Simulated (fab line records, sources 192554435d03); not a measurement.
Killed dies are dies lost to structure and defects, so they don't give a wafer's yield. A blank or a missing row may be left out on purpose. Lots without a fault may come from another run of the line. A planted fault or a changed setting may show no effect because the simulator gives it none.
Split-lot experiment | flow n5_finfet | 7 lots, 39 wafers read, on a route of 1938 steps

THE SPLIT
At N5_WELL_APT_EPI_41 (deposits Si from SiH4/H2, target thk 50 nm, time 297.7 s), the setting time_s was moved away from the recipe's 297.7 s on 18 of the 39 wafers read, by -3.6% to +7.2%. The other wafers ran this setting at the recipe's value.

The reading is taken at the split's own step.

THE READING
Si_of_WELL_APT_EPI_41.thk_nm (the simulator's own value, which no gauge read), in nm, at N5_WELL_APT_EPI_41 (deposits Si from SiH4/H2, target thk 50 nm, time 297.7 s). The file gives no usual value for it. The 21 wafers here that ran the recipe average 50.17 nm, standard deviation 0.69 nm.

wafer  | tool, chamber at the split | time_s as run, s | against the recipe | Si_of_WELL_APT_EPI_41.thk_nm, nm | against lot-mates on the recipe
L078.1 | epi_rpcvd-03, 0            | 319              | +7.2%              | 54.58                            | +3.63
L078.2 | epi_rpcvd-03, 0            | 297.7            | recipe             | 50.78                            | -
L078.3 | epi_rpcvd-03, 0            | 319              | +7.2%              | 54.32                            | +3.37
L078.4 | epi_rpcvd-03, 0            | 297.7            | recipe             | 50.93                            | -
L078.5 | epi_rpcvd-03, 0            | 297.7            | recipe             | 51.14                            | -
L078.6 | epi_rpcvd-03, 0            | 319              | +7.2%              | 54.83                            | +3.88
L079.1 | epi_rpcvd-04, 0            | 297.7            | recipe             | 50.17                            | -
L079.2 | epi_rpcvd-04, 0            | 317.2            | +6.6%              | 53.37                            | +3.07
L079.3 | epi_rpcvd-04, 0            | 317.2            | +6.6%              | 53.24                            | +2.94
L079.4 | epi_rpcvd-04, 0            | 297.7            | recipe             | 50.78                            | -
L079.5 | epi_rpcvd-04, 0            | 317.2            | +6.6%              | 53.57                            | +3.27
L079.6 | epi_rpcvd-04, 0            | 297.7            | recipe             | 49.96                            | -
L085.1 | epi_rpcvd-04, 0            | 297.7            | recipe             | 51.55                            | -
L085.2 | epi_rpcvd-04, 0            | 317.7            | +6.7%              | 54.69                            | +3.54
L085.3 | epi_rpcvd-04, 0            | 297.7            | recipe             | 51.28                            | -
L085.4 | epi_rpcvd-04, 0            | 317.7            | +6.7%              | 54.39                            | +3.24
L085.5 | epi_rpcvd-04, 0            | 317.7            | +6.7%              | 54.37                            | +3.22
L085.6 | epi_rpcvd-04, 0            | 297.7            | recipe             | 50.63                            | -
L087.1 | epi_rpcvd-03, 0            | 317.5            | +6.7%              | 53.47                            | +3.82
L087.2 | epi_rpcvd-03, 0            | 297.7            | recipe             | 49.66                            | -
L087.3 | epi_rpcvd-03, 0            | 317.5            | +6.7%              | 52.36                            | +2.71
L087.4 | epi_rpcvd-03, 0            | 317.5            | +6.7%              | 52.08                            | +2.43
L087.5 | epi_rpcvd-03, 0            | 297.7            | recipe             | 49.47                            | -
L087.6 | epi_rpcvd-03, 0            | 297.7            | recipe             | 49.83                            | -
L091.1 | epi_rpcvd-02, 0            | 297.7            | recipe             | 49.81                            | -
L091.2 | epi_rpcvd-02, 0            | 297.7            | recipe             | 49.44                            | -
L091.3 | epi_rpcvd-02, 0            | 306.3            | +2.9%              | 51.51                            | +1.57
L091.4 | epi_rpcvd-02, 0            | 306.3            | +2.9%              | 51.57                            | +1.63
L091.5 | epi_rpcvd-02, 0            | 297.7            | recipe             | 50.57                            | -
L091.6 | epi_rpcvd-02, 0            | 306.3            | +2.9%              | 51.34                            | +1.40
L092.1 | epi_rpcvd-04, 0            | 297.7            | recipe             | 49.47                            | -
L092.2 | epi_rpcvd-04, 0            | 297.7            | recipe             | 49.93                            | -
L092.3 | epi_rpcvd-04, 0            | 297.7            | recipe             | 48.98                            | -
L092.4 | epi_rpcvd-04, 0            | 287.1            | -3.6%              | 48.32                            | -1.14
L092.5 | epi_rpcvd-04, 0            | 287.1            | -3.6%              | 47.64                            | -1.82
L092.6 | epi_rpcvd-04, 0            | 287.1            | -3.6%              | 47.39                            | -2.07
L094.2 | epi_rpcvd-02, 0            | 297.7            | recipe             | 49.42                            | -
L094.5 | epi_rpcvd-02, 0            | 297.7            | recipe             | 49.92                            | -
L094.6 | epi_rpcvd-02, 0            | 297.7            | recipe             | 49.93                            | -

THE FIT
A straight line over all 39 wafers: Si_of_WELL_APT_EPI_41.thk_nm changes by +0.551 nm for each +1% of time_s; r = +0.94; the points scatter about the line by 0.71 nm.
The same after taking each lot's own level away (the mean of its wafers on the recipe; 39 wafers): +0.481 nm for each +1%; r = +0.98; scatter 0.34 nm.
On that fit, the largest move of time_s shifts the reading by 3.4 nm.
The lots' own levels span 49.460 to 51.153 nm, that is 2.5 times the standard deviation above.
So the lot-to-lot level changes the slope: the two fits differ.
Check: with one of the wafers moved furthest among these (+7.2%) left out of the fit, the line predicts +3.44 nm for it against its lot-mates. It came out at +3.63 nm against them.

THE FILE'S OWN FIT
Si_of_WELL_APT_EPI_41.thk_nm changes by +0.483 nm for each +1% of time_s, r = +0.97.
